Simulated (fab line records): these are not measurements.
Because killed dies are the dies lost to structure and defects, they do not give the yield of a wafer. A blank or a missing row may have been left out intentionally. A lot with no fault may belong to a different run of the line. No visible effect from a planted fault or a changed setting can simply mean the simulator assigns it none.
Matching of chambers :: flow nandHarc :: 4 sister chambers for NHARC_P_M0_DESCUM_14 on rieDiel-04
The step chemistry O2, time 3 s. 27 wafers are shown with their chamber, then 12 later ones without.

WAFERS WITH THEIR CHAMBER
wafer: L076.2
chamber: 1
drypumpMotorCurrentA (A): 5.6
showerheadPlenumPTorr (Torr): 2.04
rfVppV (V): 58.9

wafer: L076.3
chamber: 3
drypumpMotorCurrentA (A): 6.3
showerheadPlenumPTorr (Torr): 1.79
rfVppV (V): 58.8

wafer: L076.6
chamber: 0
drypumpMotorCurrentA (A): 4.9
showerheadPlenumPTorr (Torr): 2.04
rfVppV (V): 58.0

wafer: L079.1
chamber: 2
drypumpMotorCurrentA (A): 5.6
showerheadPlenumPTorr (Torr): 1.88
rfVppV (V): 56.8

wafer: L079.4
chamber: 0
drypumpMotorCurrentA (A): 4.9
showerheadPlenumPTorr (Torr): 2.04
rfVppV (V): 58.8

wafer: L079.5
chamber: 0
drypumpMotorCurrentA (A): 4.9
showerheadPlenumPTorr (Torr): 2.04
rfVppV (V): 58.1

wafer: L082.1
chamber: 1
drypumpMotorCurrentA (A): 5.6
showerheadPlenumPTorr (Torr): 2.04
rfVppV (V): 57.7

wafer: L082.3
chamber: 3
drypumpMotorCurrentA (A): 6.3
showerheadPlenumPTorr (Torr): 1.79
rfVppV (V): 56.5

wafer: L082.5
chamber: 1
drypumpMotorCurrentA (A): 5.6
showerheadPlenumPTorr (Torr): 2.04
rfVppV (V): 58.2

wafer: L083.3
chamber: 0
drypumpMotorCurrentA (A): 4.9
showerheadPlenumPTorr (Torr): 2.04
rfVppV (V): 57.2

wafer: L083.5
chamber: 0
drypumpMotorCurrentA (A): 4.9
showerheadPlenumPTorr (Torr): 2.04
rfVppV (V): 58.5

wafer: L083.6
chamber: 1
drypumpMotorCurrentA (A): 5.6
showerheadPlenumPTorr (Torr): 2.04
rfVppV (V): 59.4

wafer: L085.2
chamber: 3
drypumpMotorCurrentA (A): 6.3
showerheadPlenumPTorr (Torr): 1.78
rfVppV (V): 56.1

wafer: L085.4
chamber: 3
drypumpMotorCurrentA (A): 6.3
showerheadPlenumPTorr (Torr): 1.78
rfVppV (V): 56.5

wafer: L085.5
chamber: 2
drypumpMotorCurrentA (A): 5.7
showerheadPlenumPTorr (Torr): 1.88
rfVppV (V): 57.9

wafer: L088.2
chamber: 1
drypumpMotorCurrentA (A): 5.6
showerheadPlenumPTorr (Torr): 2.04
rfVppV (V): 58.3

wafer: L088.3
chamber: 2
drypumpMotorCurrentA (A): 5.7
showerheadPlenumPTorr (Torr): 1.88
rfVppV (V): 57.5

wafer: L088.6
chamber: 3
drypumpMotorCurrentA (A): 6.3
showerheadPlenumPTorr (Torr): 1.78
rfVppV (V): 58.1

wafer: L087.1
chamber: 1
drypumpMotorCurrentA (A): 5.6
showerheadPlenumPTorr (Torr): 2.04
rfVppV (V): 59.1

wafer: L087.5
chamber: 0
drypumpMotorCurrentA (A): 4.9
showerheadPlenumPTorr (Torr): 2.04
rfVppV (V): 57.3

wafer: L087.6
chamber: 1
drypumpMotorCurrentA (A): 5.6
showerheadPlenumPTorr (Torr): 2.04
rfVppV (V): 58.8

wafer: L090.1
chamber: 3
drypumpMotorCurrentA (A): 6.3
showerheadPlenumPTorr (Torr): 1.78
rfVppV (V): 57.5

wafer: L090.2
chamber: 2
drypumpMotorCurrentA (A): 5.7
showerheadPlenumPTorr (Torr): 1.88
rfVppV (V): 58.5

wafer: L090.5
chamber: 1
drypumpMotorCurrentA (A): 5.6
showerheadPlenumPTorr (Torr): 2.04
rfVppV (V): 58.0

wafer: L091.2
chamber: 0
drypumpMotorCurrentA (A): 4.9
showerheadPlenumPTorr (Torr): 2.03
rfVppV (V): 59.3

wafer: L091.4
chamber: 2
drypumpMotorCurrentA (A): 5.7
showerheadPlenumPTorr (Torr): 1.87
rfVppV (V): 58.1

wafer: L091.5
chamber: 0
drypumpMotorCurrentA (A): 4.9
showerheadPlenumPTorr (Torr): 2.03
rfVppV (V): 58.7

SIGNATURES, as means of the wafers listed above
reading: drypumpMotorCurrentA
chamber 0: 4.900
chamber 1: 5.600
chamber 2: 5.680
chamber 3: 6.300
scatter within a chamber: 0.0187

reading: showerheadPlenumPTorr
chamber 0: 2.0375
chamber 1: 2.0400
chamber 2: 1.8780
chamber 3: 1.7833
scatter within a chamber: 0.00397

reading: rfVppV
chamber 0: 58.237
chamber 1: 58.550
chamber 2: 57.760
chamber 3: 57.250
scatter within a chamber: 0.766
Rule: for a wafer and a chamber, the distance is found by dividing, reading by reading, the gap between the wafer's reading and the chamber's mean by the reading's scatter, squaring, summing and taking the root. The wafer belongs to the nearest chamber; if the next one is less than 2 further off, it can't be placed. The scatter: take each reading less its chamber's mean, square it, sum over the shown wafers, divide by the number of wafers less the number of chambers, and take the root.

WAFERS WITH NO CHAMBER GIVEN
wafer: L094.1
drypumpMotorCurrentA (A): 5.6
showerheadPlenumPTorr (Torr): 1.87
rfVppV (V): 58.2

wafer: L094.2
drypumpMotorCurrentA (A): 4.9
showerheadPlenumPTorr (Torr): 2.03
rfVppV (V): 58.3

wafer: L094.3
drypumpMotorCurrentA (A): 6.3
showerheadPlenumPTorr (Torr): 1.78
rfVppV (V): 56.9

wafer: L095.1
drypumpMotorCurrentA (A): 5.6
showerheadPlenumPTorr (Torr): 1.87
rfVppV (V): 57.0

wafer: L095.3
drypumpMotorCurrentA (A): 4.9
showerheadPlenumPTorr (Torr): 2.03
rfVppV (V): 58.3

wafer: L095.4
drypumpMotorCurrentA (A): 4.9
showerheadPlenumPTorr (Torr): 2.03
rfVppV (V): 57.3

wafer: L097.1
drypumpMotorCurrentA (A): 6.3
showerheadPlenumPTorr (Torr): 1.78
rfVppV (V): 56.6

wafer: L097.3
drypumpMotorCurrentA (A): 4.9
showerheadPlenumPTorr (Torr): 2.03
rfVppV (V): 59.3

wafer: L097.4
drypumpMotorCurrentA (A): 5.6
showerheadPlenumPTorr (Torr): 1.87
rfVppV (V): 56.5

wafer: L096.2
drypumpMotorCurrentA (A): 6.3
showerheadPlenumPTorr (Torr): 1.78
rfVppV (V): 58.3

wafer: L096.4
drypumpMotorCurrentA (A): 4.9
showerheadPlenumPTorr (Torr): 2.03
rfVppV (V): 58.9

wafer: L096.6
drypumpMotorCurrentA (A): 4.9
showerheadPlenumPTorr (Torr): 2.03
rfVppV (V): 59.0

CHAMBER TAKEN BY EACH
wafer: L094.1
from the rows above: 2
in truth: 2

wafer: L094.2
from the rows above: 0
in truth: 0

wafer: L094.3
from the rows above: 3
in truth: 3

wafer: L095.1
from the rows above: 2
in truth: 2

wafer: L095.3
from the rows above: 0
in truth: 0

wafer: L095.4
from the rows above: 0
in truth: 0

wafer: L097.1
from the rows above: 3
in truth: 3

wafer: L097.3
from the rows above: 0
in truth: 0

wafer: L097.4
from the rows above: 2
in truth: 2

wafer: L096.2
from the rows above: 3
in truth: 3

wafer: L096.4
from the rows above: 0
in truth: 0

wafer: L096.6
from the rows above: 0
in truth: 0
Correct placement for 12 of the 12. Left unplaced by these rows: 0. Number placed wrongly: 0.
